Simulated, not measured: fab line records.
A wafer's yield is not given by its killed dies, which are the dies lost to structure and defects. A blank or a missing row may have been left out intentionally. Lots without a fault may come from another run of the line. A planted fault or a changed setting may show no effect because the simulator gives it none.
Chamber matching | flow nand_harc | ald_sin-02 running NHARC_P_GATE_ALD_36: 4 sister chambers
The step deposits SiNx, target thk 20 nm, pulse time 60 s, ald cycles 223. 16 wafers are shown with their chamber, then 8 later ones without.

## WAFERS, EACH WITH ITS CHAMBER
wafer  | chamber | heater_power_w (W) | precursor_pulse_height_rel
L074.2 | 3       | 903                | 1.012
L074.3 | 0       | 687                | 1.002
L074.5 | 0       | 676                | 0.965
L078.4 | 0       | 678                | 0.986
L078.1 | 1       | 783                | 0.966
L078.5 | 1       | 791                | 0.991
L080.4 | 2       | 819                | 0.978
L080.2 | 0       | 703                | 0.988
L080.5 | 3       | 920                | 0.990
L083.1 | 3       | 906                | 0.992
L083.3 | 1       | 774                | 0.977
L083.5 | 3       | 918                | 1.003
L087.3 | 3       | 916                | 0.982
L087.1 | 2       | 800                | 0.963
L087.5 | 2       | 815                | 0.999
L089.4 | 2       | 815                | 0.989

SIGNATURES (averages over the wafers above)
reading                    | chamber 0 | chamber 1 | chamber 2 | chamber 3 | scatter within a chamber
heater_power_w             | 686.00    | 782.67    | 812.25    | 912.60    | 9.31
precursor_pulse_height_rel | 0.98525   | 0.97800   | 0.98225   | 0.99580   | 0.0138
Rule: a wafer's distance from a chamber is the root of the sum, over the readings, of the square of ((its reading less the chamber's mean) divided by the reading's scatter). If the next closest chamber is less than 2 further off than the closest, the wafer can't be placed; otherwise it belongs to the closest. The scatter is the square root of a quotient: the sum, over the shown wafers, of each reading's squared deviation from its chamber's mean, divided by wafers minus chambers.

## WAFERS WHOSE CHAMBER IS MISSING
wafer  | heater_power_w (W) | precursor_pulse_height_rel
L089.3 | 765                | 0.990
L089.5 | 802                | 0.970
L093.4 | 926                | 0.987
L093.3 | 681                | 1.003
L093.6 | 797                | 0.994
L095.4 | 779                | 1.011
L095.6 | 702                | 1.009
L095.5 | 784                | 0.991

## WHICH CHAMBER EACH WENT THROUGH
wafer  | from the rows above     | in truth
L089.3 | 1                       | 1
L089.5 | can't be placed: 2 or 1 | 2
L093.4 | 3                       | 3
L093.3 | 0                       | 0
L093.6 | can't be placed: 2 or 1 | 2
L095.4 | can't be placed: 1 or 2 | 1
L095.6 | 0                       | 0
L095.5 | 1                       | 1
Placed correctly: 5 of 8. Cannot be placed on the basis of these rows: 3; the candidates contain the true chamber in 3. 0 placed wrongly.
